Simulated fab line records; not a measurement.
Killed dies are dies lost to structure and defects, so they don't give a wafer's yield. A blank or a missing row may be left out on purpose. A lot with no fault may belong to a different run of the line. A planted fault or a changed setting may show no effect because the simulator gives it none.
What tool caused it? ; flow nand harc ; Sampling: 12 lots, 36 wafers, 6 of 1302 route steps

## WHAT THE GAUGES READ, wafer by wafer
NHARC_P_M0_OVL_MEAS_10: pitch 180 nm. Usual: overlay x nm 0.2 nm, standard deviation 0.92; overlay y nm 0.0 nm, standard deviation 0.93.
lot;measured;on;overlay x nm (nm);overlay y nm (nm);flag
L884;day 6 07:49;overlay-02;0.0 -0.3 -0.5;-0.1 -0.5 -0.5;
L885;day 6 08:42;overlay-02;0.1 0.5 0.4;-0.8 -0.9 -0.2;
L886;day 6 18:53;overlay-01;0.2 -0.2 -0.2;0.2 0.4 0.9;
L887;day 7 11:17;overlay-02;0.9 0.9 0.8;-1.0 -1.1 -0.9;
L890;day 8 15:51;overlay-01;-1.6 -1.8 -1.4;-0.6 0.1 -0.6;
L899;day 12 06:05;overlay-02;1.1 2.1 1.4;-0.9 -0.8 -1.2;
L900;day 12 20:06;overlay-02;0.5 1.0 1.2;1.7 1.8 1.4;
L902;day 13 22:56;overlay-01;0.4 -0.4 -0.4;1.5 1.4 1.8;
L904;day 14 08:31;overlay-02;-0.1 0.1 -0.3;1.9 1.6 1.7;
L906;day 14 20:59;overlay-01;1.0 0.8 1.2;1.1 1.1 0.9;
L905;day 14 21:14;overlay-02;-0.8 -0.7 -1.0;0.0 -0.4 -0.1;
L907;day 15 14:34;overlay-01;1.2 1.2 1.3;0.1 0.1 -0.9;

NHARC_P_M0_CD_MEAS_16. Usual: 90.2 nm for cd nm, sd 1.2.
lot;measured;on;cd nm (nm);flag
L884;day 6 08:16;cd sem-01;90.3 90.7 92.2;
L885;day 6 09:06;cd sem-01;91.6 92.2 89.0;
L886;day 6 19:17;cd sem-01;90.8 89.1 89.9;
L887;day 7 11:41;cd sem-02;91.0 92.0 91.6;
L890;day 8 16:44;cd sem-03;90.1 90.3 90.5;
L899;day 12 06:30;cd sem-02;89.0 88.3 89.5;
L900;day 12 20:30;cd sem-01;91.2 91.2 90.4;
L902;day 13 23:21;cd sem-01;88.9 91.4 89.9;
L904;day 14 08:55;cd sem-02;92.7 90.8 91.3;
L906;day 14 21:23;cd sem-01;91.7 89.3 93.5;
L905;day 14 22:04;cd sem-02;90.6 89.2 90.8;
L907;day 15 14:58;cd sem-02;89.5 89.2 92.7;

NHARC_P_M0_INSPECT_27. Usual: 278 for raw defect count, sd 110.
lot;measured;on;raw defect count;flag
L884;day 6 10:27;defect inspect-02;227 222 225;
L885;day 6 11:26;defect inspect-02;207 303 297;
L886;day 6 21:50;defect inspect-02;320 283 218;
L887;day 7 14:03;defect inspect-02;312 233 238;
L890;day 8 18:56;defect inspect-01;732 700 2453;OFF
L899;day 12 08:41;defect inspect-01;305 291 292;
L900;day 12 22:51;defect inspect-01;142 173 345;
L902;day 14 01:31;defect inspect-01;221 248 195;
L904;day 14 11:07;defect inspect-01;407 294 258;
L906;day 14 23:34;defect inspect-01;176 141 209;
L905;day 15 00:45;defect inspect-01;299 350 480;
L907;day 15 17:08;defect inspect-02;150 229 319;

NHARC_END_SORT_01. Usual: defect limited yield 91.3 %, standard deviation 1.9; killed at array 54, standard deviation 12; killed at other 0.7, standard deviation 1.1; killed at periphery 3.9, standard deviation 2.8; killed dies 59, standard deviation 13; killed open 3.4, standard deviation 2; killed short 2.5, standard deviation 1.7; sort_bin_2_pct 3.1 %, standard deviation 0.91; sort_bin_3_pct 0.6 %, standard deviation 0.34; sort_bin_4_pct 5.0 %, standard deviation 1.1; sort n pass 618, standard deviation 13; sort rim yield pct 88 %, standard deviation 3.5; sort yield pct 91.3 %, standard deviation 1.9.
lot;measured;on;defect limited yield (%);killed at array;killed at other;killed at periphery;killed dies;killed open;killed short;sort_bin_2_pct (%);sort_bin_3_pct (%);sort_bin_4_pct (%);sort n pass;sort rim yield pct (%);sort yield pct (%);flag
L890;day 26 23:28;prober-02;92.0 91.9 0;51 50 52;1 0 2;2 5 623;54 55 677;4 4 3;4 2 2;3.0 2.7 3.0;0.6 1.0 92.5;4.4 4.4 4.6;623 622 0;90 91 0;92.0 91.9 0;OFF

## WHICH TOOL RAN EACH LOT (tool, then ch and the chambers of the sampled wafers, then the start)
lot;NHARC_P_CONTACT_CVD_23;NHARC_P_M0_CMP_23
L884;cvd w-02 ch 0,1, day 6 07:49 or earlier;cmp-03 ch 0,1,2, day 6 09:59
L885;cvd w-02 ch 0,1, day 6 08:42 or earlier;cmp-04 ch 1,2, day 6 10:59
L886;cvd w-02 ch 0, day 6 18:53 or earlier;cmp-04 ch 0,2,3, day 6 21:25
L887;cvd w-02 ch 0,1, day 7 11:17 or earlier;cmp-03 ch 1,2,3, day 7 13:36
L890;cvd w-01 ch 0,1, day 8 15:51 or earlier;cmp-04 ch 1,2, day 8 18:28
L899;cvd w-01 ch 0,1, day 12 06:05 or earlier;cmp-03 ch 2,3, day 12 08:14
L900;cvd w-01 ch 0,1, day 12 20:06 or earlier;cmp-03 ch 2,3, day 12 22:25
L902;cvd w-02 ch 0,1, day 13 22:56 or earlier;cmp-04 ch 0,2, day 14 01:03
L904;cvd w-01 ch 0,1, day 14 08:31 or earlier;cmp-03 ch 0,1,3, day 14 10:38
L906;cvd w-02 ch 0,1, day 14 20:59 or earlier;cmp-03 ch 0,3, day 14 23:06
L905;cvd w-01 ch 0,1, day 14 21:14 or earlier;cmp-04 ch 1,2, day 15 00:17
L907;cvd w-02 ch 0,1, day 15 14:34 or earlier;cmp-03 ch 1,2,3, day 15 16:41
- NHARC_P_CONTACT_CVD_23: deposits W, target thk 200 nm, time 557 s.
- NHARC_P_M0_CMP_23: polishes, t overpolish 20 s, target thk 117.54 nm.

## WHAT THE TOOLS THEMSELVES READ (means of the sampled wafers that have a number; where no wafer has one, the mark that the record gives instead)
NHARC_P_CONTACT_CVD_23. Usual: heater power w 519 W, standard deviation 37; throttle valve pct 8.0 %, standard deviation 0.51.
lot;tool;heater power w (W);throttle valve pct (%);flag
L884;cvd w-02;539;7.8;
L885;cvd w-02;522;8.2;
L886;cvd w-02;519;8.3;
L887;cvd w-02;526;8.1;
L890;cvd w-01;500;8.0;
L899;cvd w-01;480;8.0;
L900;cvd w-01;482;8.3;
L902;cvd w-02;561;7.8;
L904;cvd w-01;484;8.1;
L906;cvd w-02;539;8.1;
L905;cvd w-01;486;7.9;
L907;cvd w-02;563;7.7;

NHARC_P_M0_CMP_23. Usual: motor current A 12.3 A, standard deviation 1.1; time to endpoint s 30 s, standard deviation 3.9.
lot;tool;motor current A (A);time to endpoint s (s);flag
L884;cmp-03;13.2;29;
L885;cmp-04;11.8;33;
L886;cmp-04;10.9;30;
L887;cmp-03;12.5;32;
L890;cmp-04;12.0;35;
L899;cmp-03;12.4;31;
L900;cmp-03;13.1;34;
L902;cmp-04;11.2;27;
L904;cmp-03;12.5;27;
L906;cmp-03;12.2;26;
L905;cmp-04;12.9;33;
L907;cmp-03;13.0;29;

## THE ANSWER, worked out from the rows above alone
Rule: lot off if the mean of its wafers having a number is beyond 3 standard deviations from the usual mean. A lot without any number at a reading at which 4 lots or more have one is off too. All remaining lots with rows at the step are treated as sound. First the gauges in route order, then the tools' own readings, where a lot's mean is used as printed above. The first step at which some lot is off is used, and at that step the reading that is off furthest; a lot without a number counts as furthest.
Off, at NHARC_P_M0_INSPECT_27 on raw defect count: L890.
If a tool, at a process step before that reading, ran all the lots that are off and no sound lot after the first of them, it fits. The gauges at NHARC_P_M0_INSPECT_27 aren't tried: what is off there is off at NHARC_END_SORT_01 too, on other tools, and a gauge's error can't cause that. NHARC_P_CONTACT_CVD_23: start missing for some lots; hours and lot order therefore follow NHARC_P_M0_OVL_MEAS_10. Not one of the candidates tried fits.

## WHAT THE SIMULATOR HAD PUT IN
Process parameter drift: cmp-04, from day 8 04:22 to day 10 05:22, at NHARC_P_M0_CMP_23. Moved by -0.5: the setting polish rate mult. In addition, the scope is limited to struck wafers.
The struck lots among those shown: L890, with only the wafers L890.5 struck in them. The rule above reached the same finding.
